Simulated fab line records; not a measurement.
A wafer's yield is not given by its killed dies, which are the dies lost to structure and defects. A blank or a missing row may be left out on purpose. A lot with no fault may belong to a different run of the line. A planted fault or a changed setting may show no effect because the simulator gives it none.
One fault through the eyes of 2 desks || flow n5 finfet || every desk sees just its own numbers, and what lay behind them comes last

== FROM THE METROLOGY DESK ==
Means of the sampled wafers that have a number, per lot and without regard to the tool the lot ran on: this is what the gauges read. The brackets show how far a lot's mean lies from the usual mean; more than 4 standard deviations puts the lot out of limits, marked OUT. 7 of its 10 readings are shown, namely those furthest out on some lot.
Columns: A = DIBL_P at N5_BEOL_M4_RC_MEAS_101, usual 36.2 mV/V; B = IOFF_N at N5_BEOL_M4_RC_MEAS_101, usual 0.16 nA/um; C = IOFF_P at N5_BEOL_M4_RC_MEAS_101, usual 0.21 nA/um; D = ION_N at N5_BEOL_M4_RC_MEAS_101, usual 674 uA/um; E = ION_P at N5_BEOL_M4_RC_MEAS_101, usual 463 uA/um; F = VT_N at N5_BEOL_M4_RC_MEAS_101, usual 250 mV; G = VT_P at N5_BEOL_M4_RC_MEAS_101, usual -250 mV
{"lot": "L660", "first seen here": "day 11 09:45", "A": 34.1, "B": 0.16, "C": 0.22, "D": 684, "E": 472, "F": 249, "G": -246}
{"lot": "L669", "first seen here": "day 13 12:19", "A": 35.8, "B": 0.15, "C": 0.20, "D": 668, "E": 461, "F": 252, "G": -249}
{"lot": "L655", "first seen here": "day 13 23:21", "A": 36.4, "B": 0.15, "C": 0.19, "D": 675, "E": 466, "F": 251, "G": -251}
{"lot": "L671", "first seen here": "day 14 07:25", "A": 37.2, "B": 0.19, "C": 0.25, "D": 692, "E": 473, "F": 247, "G": -246}
This desk's finding: nothing out of limits on any of the 4 lots.

== TOOL OWNER'S DESK, litho track-04 ==
The tool's own readings at N5_HKMG_FIN_COAT_85 (time 60 s, resist thk 300 nm): means of the sampled wafers that have a number, for each lot that ran on this tool. The brackets show how far a lot's mean lies from the usual mean; more than 4 standard deviations puts the lot out of limits, marked OUT.
Columns: A = spin speed rpm at N5_HKMG_FIN_COAT_85, usual 1500.2 rpm
{"lot": "L655", "first seen here": "day 6 02:27", "A": "1785.3 (+99 or more) OUT"}
{"lot": "L660", "first seen here": "day 7 06:58", "A": "1784.6 (+99 or more) OUT"}
{"lot": "L669", "first seen here": "day 9 10:28", "A": 1499.9}
{"lot": "L671", "first seen here": "day 9 22:16", "A": 1501.5}
This desk's verdict: out of limits on L655, L660, starting with L655 at day 6 02:27 (spin speed rpm at N5_HKMG_FIN_COAT_85). L669, L671: within limits.

== PUT TOGETHER ==
The tool owner's desk could have raised an alarm at day 6 02:27, on L655, L660.
Nothing out of limits was seen by the metrology desk.
The metrology desk holds a record of L655, L660, inside its limits.
All the named lots went through N5_HKMG_FIN_COAT_85 on litho track-04.

== WHAT THE SIMULATOR HAD PUT IN ==
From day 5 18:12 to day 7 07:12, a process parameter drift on litho track-04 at N5_HKMG_FIN_COAT_85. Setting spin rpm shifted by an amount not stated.
Lots struck among those shown: L655, L660.
Each desk's first reading out of limits, in hours after the fault started: the tool owner's desk, 8.
